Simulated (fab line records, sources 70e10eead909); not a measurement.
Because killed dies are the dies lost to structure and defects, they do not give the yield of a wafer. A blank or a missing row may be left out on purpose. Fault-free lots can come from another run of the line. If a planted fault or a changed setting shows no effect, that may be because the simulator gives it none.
The tool behind it: which one?    flow nand harc    33 wafers from 11 lots sampled at 6 of the route's 1302 steps

WHAT THE GAUGES SHOWED, per wafer
NHARC_P_ZERO_WELL_CD_MEAS_11: target cd 500 nm. Usual: 500.4 nm for cd nm, sd 2.
lot   measured      on         cd nm (nm)                           flag
L743  day 2 07:16   cd sem-02  499.5 501.6 501.0                    
L744  day 2 17:15   cd sem-03  498.9 501.8 501.2                    
L745  day 3 03:14   cd sem-03  496.8 500.4 500.0                    
L746  day 3 13:07   cd sem-01  499.8 500.8 501.1                    
L750  day 5 05:16   cd sem-03  501.5 498.3 500.8                    
L751  day 5 15:14   cd sem-01  502.4 502.0 500.3                    
L755  day 7 07:15   cd sem-01  498.9 500.4 503.6                    
L757  day 8 03:14   cd sem-01  500.7 501.5 498.8                    
L760  day 9 09:14   cd sem-02  444.6 446.6 443.1 444.9 446.8 443.1  OFF
L763  day 10 15:14  cd sem-02  456.3 456.7 455.7 456.4 456.9 455.4  OFF
L765  day 11 11:14  cd sem-01  465.8 466.4 468.7 465.5 466.8 468.6  OFF

NHARC_P_ZERO_WELL_CD_MEAS_52: target cd 2000 nm. Usual: 1999.5 nm for cd nm, sd 1.6.
lot   measured      on         cd nm (nm)            flag
L743  day 2 11:53   cd sem-01  1999.9 1997.8 2000.3  
L744  day 2 21:52   cd sem-01  1998.7 2000.7 1999.8  
L745  day 3 07:43   cd sem-03  1999.1 2000.2 2000.3  
L746  day 3 17:34   cd sem-02  1997.1 1998.5 1997.3  
L750  day 5 09:37   cd sem-02  1999.9 2000.3 2000.2  
L751  day 5 19:47   cd sem-03  1997.7 1995.6 1999.1  
L755  day 7 11:49   cd sem-01  1998.3 1996.2 1998.0  
L757  day 8 08:18   cd sem-03  1998.7 1998.2 1998.7  
L760  day 9 17:09   cd sem-02  1999.3 1999.7 1999.7  
L763  day 11 00:41  cd sem-02  1998.1 2000.9 1998.8  
L765  day 12 00:31  cd sem-03  1999.9 2001.7 2000.9  

NHARC_END_SORT_01. Usual: killed at array 49, standard deviation 19; killed at other 0.9, standard deviation 1.1; killed at periphery 4.0, standard deviation 2.7; killed dies 54, standard deviation 19; killed open 3.3, standard deviation 1.8; killed short 2.6, standard deviation 1.6.
lot   measured      on         killed at array  killed at other  killed at periphery  killed dies  killed open  killed short  flag
L760  day 32 03:21  prober-01  58 40 52         0 0 1            25 15 19             83 55 72     4 5 2        3 0 4         OFF
L763  day 33 11:19  prober-01  68 57 65         4 2 5            5 7 7                77 66 77     4 6 1        1 3 3         
L765  day 34 13:50  prober-01  37 54 53         1 1 2            2 3 2                40 58 57     4 6 1        1 2 2         

TOOL THAT RAN EACH LOT (tool first, then ch and the chambers of the sampled wafers, then the start)
lot   NHARC_P_ZERO_WELL_EXPOSE_08        NHARC_P_ZERO_WELL_DESCUM_26         NHARC_P_GATE_ETCH_104
L743  krf scanner-01 ch 0, day 2 07:06   rie diel-13 ch 0,2,3, day 2 08:53   rie diel-06 ch 0,2,3, day 5 09:23
L744  krf scanner-02 ch 0, day 2 17:06   rie diel-08 ch 0,1,2, day 2 18:47   rie diel-06 ch 0,2,3, day 5 21:11
L745  krf scanner-01 ch 0, day 3 03:05   rie diel-13 ch 0,1,2, day 3 04:44   rie diel-11 ch 1,2,3, day 6 10:26
L746  krf scanner-01 ch 0, day 3 12:58   rie diel-05 ch 0,1,3, day 3 14:33   rie diel-03 ch 1,2,3, day 6 10:35
L750  krf scanner-03 ch 0, day 5 05:06   rie diel-08 ch 1,3, day 5 06:45     rie diel-03 ch 0,1, day 8 11:11
L751  krf scanner-01 ch 0, day 5 15:05   rie diel-13 ch 0,2, day 5 16:44     rie diel-03 ch 1,3, day 8 15:41
L755  krf scanner-01 ch 0, day 7 07:06   rie diel-08 ch 2,3, day 7 08:48     rie diel-06 ch 2,3, day 11 04:10
L757  krf scanner-01 ch 0, day 8 03:05   rie diel-08 ch 0,1,2, day 8 05:10   rie diel-06 ch 1,2,3, day 11 04:40
L760  krf scanner-01 ch 0, day 9 09:05   rie diel-08 ch 0,1,2, day 9 14:11   rie diel-06 ch 0,1,3, day 12 21:07
L763  krf scanner-01 ch 0, day 10 15:05  rie diel-13 ch 0,1,2, day 10 20:14  rie diel-11 ch 0,2,3, day 14 00:27
L765  krf scanner-01 ch 0, day 11 11:05  rie diel-08 ch 0,1,2, day 11 20:44  rie diel-03 ch 0,2,3, day 14 17:56
- NHARC_P_ZERO_WELL_EXPOSE_08: exposes mask P ZERO, target cd 500 nm.
- NHARC_P_ZERO_WELL_DESCUM_26: chemistry O2, time 3 s.
- NHARC_P_GATE_ETCH_104: etches the open film in CF4/CHF3, target depth 60 nm.

AS READ BY THE TOOLS THEMSELVES (means over the sampled wafers that have a number; for cases with no such wafer, the mark the record gives instead)
NHARC_P_ZERO_WELL_EXPOSE_08. Usual: 33.76 for exposure dose mJ cm2, sd 0.039.
lot   tool            exposure dose mJ cm2  flag
L743  krf scanner-01  33.79                 
L744  krf scanner-02  33.81                 
L745  krf scanner-01  33.80                 
L746  krf scanner-01  33.83                 
L750  krf scanner-03  33.74                 
L751  krf scanner-01  33.76                 
L755  krf scanner-01  33.78                 
L757  krf scanner-01  33.78                 
L760  krf scanner-01  24.77                 OFF
L763  krf scanner-01  26.56                 OFF
L765  krf scanner-01  28.02                 OFF

NHARC_P_ZERO_WELL_DESCUM_26. Usual: drypump motor current A 5.9 A (standard deviation 0.37); mfc ar sccm 0.011 sccm (standard deviation 0.012); o2 flow sccm 200.0 sccm (standard deviation 0.57); oes product au 1.005 a.u. (standard deviation 0.0091); rf vpp V 57.6 V (standard deviation 0.98); showerhead plenum p Torr 1.87 Torr (standard deviation 0.094); throttle valve pct 11.312 % (standard deviation 0.0089).
lot   tool         drypump motor current A (A)  mfc ar sccm (sccm)  o2 flow sccm (sccm)  oes product au (a.u.)  rf vpp V (V)  showerhead plenum p Torr (Torr)  throttle valve pct (%)  flag
L743  rie diel-13  5.7                          0.002               200.0                1.002                  57.8          1.82                             11.312                  
L744  rie diel-08  6.1                          0.014               199.4                1.001                  57.6          1.83                             11.323                  
L745  rie diel-13  6.0                          0.009               200.0                1.014                  57.2          1.90                             11.312                  
L746  rie diel-05  5.9                          0.010               199.6                1.011                  56.8          1.84                             11.306                  
L750  rie diel-08  5.9                          0.000               200.3                1.004                  57.5          1.84                             11.303                  
L751  rie diel-13  5.7                          0.005               200.1                1.007                  56.7          1.80                             11.309                  
L755  rie diel-08  5.7                          0.011               200.2                1.010                  57.9          1.84                             11.313                  
L757  rie diel-08  6.1                          0.014               200.0                1.009                  57.6          1.82                             11.311                  
L760  rie diel-08  6.1                          0.014               200.2                1.000                  58.4          1.92                             11.313                  
L763  rie diel-13  6.0                          0.009               200.0                1.005                  58.4          1.98                             11.311                  
L765  rie diel-08  6.1                          0.014               199.5                1.004                  57.8          1.91                             11.318                  

NHARC_P_GATE_ETCH_104. Usual: drypump motor current A 5.6 A, standard deviation 0.35; mfc ar sccm 0.006 sccm, standard deviation 0.0096; oes product au 0.949 a.u., standard deviation 0.024; rf vpp V 372.3 V, standard deviation 2; showerhead plenum p Torr 1.63 Torr, standard deviation 0.059; throttle valve pct 16.801 %, standard deviation 0.0085.
lot   tool         drypump motor current A (A)  mfc ar sccm (sccm)  oes product au (a.u.)  rf vpp V (V)  showerhead plenum p Torr (Torr)  throttle valve pct (%)  flag
L743  rie diel-06  5.4                          0.001               0.970                  373.2         1.65                             16.797                  
L744  rie diel-06  5.4                          0.001               0.931                  372.8         1.65                             16.796                  
L745  rie diel-11  5.5                          0.002               0.928                  371.8         1.63                             16.804                  
L746  rie diel-03  5.5                          0.005               0.923                  372.5         1.61                             16.799                  
L750  rie diel-03  5.7                          0.015               0.943                  371.1         1.58                             16.805                  
L751  rie diel-03  5.5                          0.010               0.970                  372.0         1.64                             16.805                  
L755  rie diel-06  5.5                          0.001               0.922                  372.9         1.66                             16.789                  
L757  rie diel-06  5.7                          0.010               0.971                  373.8         1.67                             16.797                  
L760  rie diel-06  5.6                          0.010               0.970                  373.4         1.66                             16.795                  
L763  rie diel-11  5.5                          0.002               0.969                  371.0         1.58                             16.799                  
L765  rie diel-03  5.9                          0.005               0.924                  370.8         1.58                             16.795                  

THE ANSWER, worked out from the rows above alone
Rule: a lot counts as off when the mean over its wafers that have a number is more than 3 standard deviations away from the usual mean. Also off: a lot with no number at a reading for which 4 or more lots have one. The other lots that the step has rows for count as sound. Order of review: gauges by route order, followed by the tools' own readings, for which a lot's mean as printed above is used. At the first step where some lot is off, the reading lying furthest off is the one used; lots without a number count as furthest.
Off, at NHARC_P_ZERO_WELL_CD_MEAS_11 on cd nm: L760, L763, L765.
If a tool, at a process step before that reading, ran all the lots that are off and no sound lot after the first of them, it fits. The gauges at NHARC_P_ZERO_WELL_CD_MEAS_11 aren't tried: what is off there is off at NHARC_P_ZERO_WELL_EXPOSE_08 too, on other tools, and a gauge's error can't cause that. One fits: krf scanner-01 at NHARC_P_ZERO_WELL_EXPOSE_08. Its last sound lot is L757 (day 8 03:05), its first lot that is off L760 (day 9 09:05): a fault that began between those two fits.
The tool's own readings at NHARC_P_ZERO_WELL_EXPOSE_08 bear it out: on the lots that are off they differ by more than 5 times the standard deviation of the sound lots' means. exposure dose mJ cm2 reads 26.45 there against 33.79 on the sound lots.

WHAT THE SIMULATOR HAD PUT IN
Process parameter drift: krf scanner-01, from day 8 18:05 on, at NHARC_P_ZERO_WELL_EXPOSE_08. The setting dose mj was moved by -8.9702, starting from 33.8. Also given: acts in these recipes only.
Lots struck among those shown: L760, L763, L765. This agrees with what the rule above found.
